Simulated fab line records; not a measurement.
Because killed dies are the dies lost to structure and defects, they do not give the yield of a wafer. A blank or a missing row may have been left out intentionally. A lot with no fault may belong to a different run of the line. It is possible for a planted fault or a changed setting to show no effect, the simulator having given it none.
Which tool was responsible? / flow n5 finfet / 22 lots, 66 wafers sampled, at 2 steps of a route of 1938

## WHAT THE GAUGES SHOWED, per wafer
N5_HKMG_FIN_CD_MEAS_12: the cd target is 92.8 nm.
lot=L075; measured=day 4 09:04; on=cd sem-03; cd nm (nm)=92.6 92.3 93.0
lot=L076; measured=day 4 16:41; on=cd sem-02; cd nm (nm)=94.3 94.4 93.7
lot=L077; measured=day 4 23:27; on=cd sem-03; cd nm (nm)=92.4 94.1 93.1
lot=L078; measured=day 5 01:14; on=cd sem-03; cd nm (nm)=93.1 93.5 93.0
lot=L079; measured=day 5 13:55; on=cd sem-03; cd nm (nm)=93.6 93.7 94.4
lot=L081; measured=day 5 22:30; on=cd sem-02; cd nm (nm)=94.5 95.0 94.2
lot=L082; measured=day 6 06:10; on=cd sem-03; cd nm (nm)=92.3 92.0 92.1
lot=L083; measured=day 6 11:16; on=cd sem-02; cd nm (nm)=93.4 92.5 93.0
lot=L084; measured=day 6 18:55; on=cd sem-01; cd nm (nm)=93.3 93.3 93.6
lot=L085; measured=day 6 23:29; on=cd sem-01; cd nm (nm)=92.7 94.6 94.1
lot=L086; measured=day 7 01:52; on=cd sem-01; cd nm (nm)=93.6 93.7 93.3
lot=L087; measured=day 7 11:26; on=cd sem-03; cd nm (nm)=93.3 94.5 94.6
lot=L088; measured=day 7 17:03; on=cd sem-02; cd nm (nm)=92.6 93.3 94.4
lot=L089; measured=day 7 23:10; on=cd sem-02; cd nm (nm)=94.4 93.7 94.4
lot=L090; measured=day 8 05:16; on=cd sem-02; cd nm (nm)=93.2 92.8 93.9
lot=L091; measured=day 8 08:02; on=cd sem-02; cd nm (nm)=93.1 93.9 93.6
lot=L092; measured=day 8 14:58; on=cd sem-03; cd nm (nm)=93.6 93.9 92.4
lot=L093; measured=day 8 21:29; on=cd sem-03; cd nm (nm)=93.9 94.1 94.6
lot=L094; measured=day 9 04:25; on=cd sem-01; cd nm (nm)=92.8 93.4 93.9
lot=L095; measured=day 9 08:41; on=cd sem-01; cd nm (nm)=92.1 91.4 92.5
lot=L096; measured=day 9 16:28; on=cd sem-01; cd nm (nm)=92.5 92.8 93.2
lot=L097; measured=day 9 23:30; on=cd sem-03; cd nm (nm)=94.8 93.7 93.3

## EACH LOT AND THE TOOL THAT RAN IT (in order: tool; ch and the chambers of the sampled wafers; start)
lot=L075; N5_HKMG_FIN_STRIP_57=rie diel-04 ch 2,3, day 4 06:02
lot=L076; N5_HKMG_FIN_STRIP_57=rie diel-01 ch 0,1, day 4 13:40
lot=L077; N5_HKMG_FIN_STRIP_57=rie diel-03 ch 0,1, day 4 20:35
lot=L078; N5_HKMG_FIN_STRIP_57=rie diel-03 ch 0,2, day 4 22:14
lot=L079; N5_HKMG_FIN_STRIP_57=rie diel-01 ch 0,2,3, day 5 10:47
lot=L081; N5_HKMG_FIN_STRIP_57=rie diel-01 ch 2,3, day 5 19:37
lot=L082; N5_HKMG_FIN_STRIP_57=rie diel-03 ch 1,2,3, day 6 03:17
lot=L083; N5_HKMG_FIN_STRIP_57=rie diel-03 ch 0,2,3, day 6 08:23
lot=L084; N5_HKMG_FIN_STRIP_57=rie diel-01 ch 1,2, day 6 16:03
lot=L085; N5_HKMG_FIN_STRIP_57=rie diel-01 ch 1,2, day 6 20:22
lot=L086; N5_HKMG_FIN_STRIP_57=rie diel-01 ch 1,3, day 6 22:40
lot=L087; N5_HKMG_FIN_STRIP_57=rie diel-03 ch 1,2,3, day 7 08:17
lot=L088; N5_HKMG_FIN_STRIP_57=rie diel-04 ch 1,2,3, day 7 14:10
lot=L089; N5_HKMG_FIN_STRIP_57=rie diel-03 ch 0,1,2, day 7 20:08
lot=L090; N5_HKMG_FIN_STRIP_57=rie diel-01 ch 0,2,3, day 8 02:10
lot=L091; N5_HKMG_FIN_STRIP_57=rie diel-03 ch 0,2,3, day 8 04:59
lot=L092; N5_HKMG_FIN_STRIP_57=rie diel-01 ch 0,1,3, day 8 11:53
lot=L093; N5_HKMG_FIN_STRIP_57=rie diel-04 ch 1,2,3, day 8 18:24
lot=L094; N5_HKMG_FIN_STRIP_57=rie diel-01 ch 1,2,3, day 9 01:17
lot=L095; N5_HKMG_FIN_STRIP_57=rie diel-03 ch 0,1, day 9 05:30
lot=L096; N5_HKMG_FIN_STRIP_57=rie diel-04 ch 1,2, day 9 13:24
lot=L097; N5_HKMG_FIN_STRIP_57=rie diel-03 ch 0,2, day 9 20:27
- N5_HKMG_FIN_STRIP_57: strips in CF4.

## WHAT THE TOOLS THEMSELVES READ (means of the sampled wafers that have a number; where no wafer has one, the mark that the record gives instead)
N5_HKMG_FIN_STRIP_57.
lot=L075; tool=rie diel-04; cf4 flow sccm (sccm)=149.2; drypump motor current A (A)=5.6; oes product au (a.u.)=0.79; rf vpp V (V)=270.2; showerhead plenum p Torr (Torr)=1.78; throttle valve pct (%)=13.45
lot=L076; tool=rie diel-01; cf4 flow sccm (sccm)=150.6; drypump motor current A (A)=5.4; oes product au (a.u.)=0.69; rf vpp V (V)=271.4; showerhead plenum p Torr (Torr)=1.80; throttle valve pct (%)=13.86
lot=L077; tool=rie diel-03; cf4 flow sccm (sccm)=149.9; drypump motor current A (A)=5.3; oes product au (a.u.)=0.88; rf vpp V (V)=271.9; showerhead plenum p Torr (Torr)=1.85; throttle valve pct (%)=13.22
lot=L078; tool=rie diel-03; cf4 flow sccm (sccm)=150.1; drypump motor current A (A)=5.4; oes product au (a.u.)=0.78; rf vpp V (V)=269.9; showerhead plenum p Torr (Torr)=1.73; throttle valve pct (%)=13.54
lot=L079; tool=rie diel-01; cf4 flow sccm (sccm)=150.6; drypump motor current A (A)=5.5; oes product au (a.u.)=0.79; rf vpp V (V)=269.8; showerhead plenum p Torr (Torr)=1.77; throttle valve pct (%)=13.66
lot=L081; tool=rie diel-01; cf4 flow sccm (sccm)=149.8; drypump motor current A (A)=5.3; oes product au (a.u.)=0.87; rf vpp V (V)=271.8; showerhead plenum p Torr (Torr)=1.80; throttle valve pct (%)=13.46
lot=L082; tool=rie diel-03; cf4 flow sccm (sccm)=149.4; drypump motor current A (A)=5.4; oes product au (a.u.)=0.83; rf vpp V (V)=272.4; showerhead plenum p Torr (Torr)=1.84; throttle valve pct (%)=13.36
lot=L083; tool=rie diel-03; cf4 flow sccm (sccm)=150.2; drypump motor current A (A)=5.5; oes product au (a.u.)=0.78; rf vpp V (V)=271.1; showerhead plenum p Torr (Torr)=1.79; throttle valve pct (%)=13.53
lot=L084; tool=rie diel-01; cf4 flow sccm (sccm)=149.6; drypump motor current A (A)=5.4; oes product au (a.u.)=0.69; rf vpp V (V)=271.5; showerhead plenum p Torr (Torr)=1.80; throttle valve pct (%)=13.84
lot=L085; tool=rie diel-01; cf4 flow sccm (sccm)=150.1; drypump motor current A (A)=5.7; oes product au (a.u.)=0.69; rf vpp V (V)=270.4; showerhead plenum p Torr (Torr)=1.76; throttle valve pct (%)=13.83
lot=L086; tool=rie diel-01; cf4 flow sccm (sccm)=149.8; drypump motor current A (A)=5.1; oes product au (a.u.)=0.76; rf vpp V (V)=271.9; showerhead plenum p Torr (Torr)=1.85; throttle valve pct (%)=13.67
lot=L087; tool=rie diel-03; cf4 flow sccm (sccm)=150.1; drypump motor current A (A)=5.5; oes product au (a.u.)=0.81; rf vpp V (V)=272.1; showerhead plenum p Torr (Torr)=1.84; throttle valve pct (%)=13.38
lot=L088; tool=rie diel-04; cf4 flow sccm (sccm)=150.1; drypump motor current A (A)=5.9; oes product au (a.u.)=0.88; rf vpp V (V)=272.4; showerhead plenum p Torr (Torr)=1.83; throttle valve pct (%)=13.47
lot=L089; tool=rie diel-03; cf4 flow sccm (sccm)=150.0; drypump motor current A (A)=5.4; oes product au (a.u.)=0.80; rf vpp V (V)=271.0; showerhead plenum p Torr (Torr)=1.78; throttle valve pct (%)=13.42
lot=L090; tool=rie diel-01; cf4 flow sccm (sccm)=149.8; drypump motor current A (A)=5.5; oes product au (a.u.)=0.83; rf vpp V (V)=271.1; showerhead plenum p Torr (Torr)=1.77; throttle valve pct (%)=13.52
lot=L091; tool=rie diel-03; cf4 flow sccm (sccm)=150.0; drypump motor current A (A)=5.4; oes product au (a.u.)=0.77; rf vpp V (V)=270.1; showerhead plenum p Torr (Torr)=1.78; throttle valve pct (%)=13.56
lot=L092; tool=rie diel-01; cf4 flow sccm (sccm)=150.0; drypump motor current A (A)=5.2; oes product au (a.u.)=0.90; rf vpp V (V)=271.4; showerhead plenum p Torr (Torr)=1.82; throttle valve pct (%)=13.36
lot=L093; tool=rie diel-04; cf4 flow sccm (sccm)=150.1; drypump motor current A (A)=5.9; oes product au (a.u.)=0.85; rf vpp V (V)=271.8; showerhead plenum p Torr (Torr)=1.83; throttle valve pct (%)=13.50
lot=L094; tool=rie diel-01; cf4 flow sccm (sccm)=150.4; drypump motor current A (A)=5.4; oes product au (a.u.)=0.83; rf vpp V (V)=270.9; showerhead plenum p Torr (Torr)=1.79; throttle valve pct (%)=13.52
lot=L095; tool=rie diel-03; cf4 flow sccm (sccm)=149.7; drypump motor current A (A)=5.3; oes product au (a.u.)=0.83; rf vpp V (V)=272.9; showerhead plenum p Torr (Torr)=1.84; throttle valve pct (%)=13.28
lot=L096; tool=rie diel-04; cf4 flow sccm (sccm)=150.1; drypump motor current A (A)=6.1; oes product au (a.u.)=0.82; rf vpp V (V)=270.8; showerhead plenum p Torr (Torr)=1.77; throttle valve pct (%)=13.61
lot=L097; tool=rie diel-03; cf4 flow sccm (sccm)=149.7; drypump motor current A (A)=5.5; oes product au (a.u.)=0.75; rf vpp V (V)=270.0; showerhead plenum p Torr (Torr)=1.72; throttle valve pct (%)=13.61

## THE ANSWER, worked out from the rows above alone
Rule: what is usual is taken from the lots themselves. The widest of any qualifying gaps counts: lots, ordered by their means at a reading, are off when they make up no more than a third of the lots, leave a main group of 4 or more, and stand apart from it by 3 or more times the standard deviation of that group's means. A main group whose means are all the same, to the digits that the tables above print for the reading, isn't used. Also off: a lot with no number at a reading for which 4 or more lots have one. The other lots that the step has rows for count as sound. First the gauges in route order, then the tools' own readings, where a lot's mean is used as printed above. At the first step where some lot is off, the reading lying furthest off is the one used; lots without a number count as furthest.
Nothing can be told from this: no lot is off at any reading shown.

## WHAT THE SIMULATOR HAD PUT IN
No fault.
